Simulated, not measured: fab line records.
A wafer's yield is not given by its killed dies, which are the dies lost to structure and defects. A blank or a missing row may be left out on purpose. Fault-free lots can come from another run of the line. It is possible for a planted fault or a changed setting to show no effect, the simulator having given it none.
Matching of chambers + flow n5_finfet + N5_MOL_CONTACT_COAG_ETCH_15 on rie_diel-01 has 4 sister chambers
The step etches SiNx in CH3F/O2, stops on Si:P, target depth 7 nm. 4 wafers are shown with their chamber, then 8 later ones without.

== WAFERS PAIRED WITH THEIR CHAMBERS ==
| wafer  | chamber | drypump_motor_current_A (A) |
|--------|---------|-----------------------------|
| L084.4 | 2       | 5.3                         |
| L091.1 | 3       | 5.5                         |
| L091.4 | 1       | 6.4                         |
| L092.2 | 0       | 6.7                         |

== WAFERS MISSING THEIR CHAMBER ==
| wafer  | drypump_motor_current_A (A) |
|--------|-----------------------------|
| L092.4 | 6.4                         |
| L092.6 | 5.5                         |
| L095.1 | 6.4                         |
| L095.3 | 5.5                         |
| L095.4 | 5.5                         |
| L096.2 | 5.5                         |
| L096.3 | 6.5                         |
| L096.4 | 6.4                         |

== WHICH CHAMBER EACH ONE RAN IN ==
| wafer  | from the rows above | in truth |
|--------|---------------------|----------|
| L092.4 | 1                   | 1        |
| L092.6 | 3                   | 3        |
| L095.1 | 1                   | 1        |
| L095.3 | 3                   | 3        |
| L095.4 | 3                   | 3        |
| L096.2 | 3                   | 3        |
| L096.3 | 1                   | 1        |
| L096.4 | 1                   | 1        |
Correctly placed: 8 of 8. Left unplaced by these rows: 0. Wrongly placed: 0.
How it was worked out, from the rows above alone: a wafer's distance from a chamber is the root of the sum, over the readings, of the square of ((its reading less the chamber's mean) divided by the reading's scatter). The wafer belongs to the nearest chamber; if the next one is less than 2 further off, it can't be placed. Each chamber's mean is taken over the wafers shown for it. The scatter: root of mean squared gap, hidden wafer to nearest shown wafer, with one shown wafer a chamber.
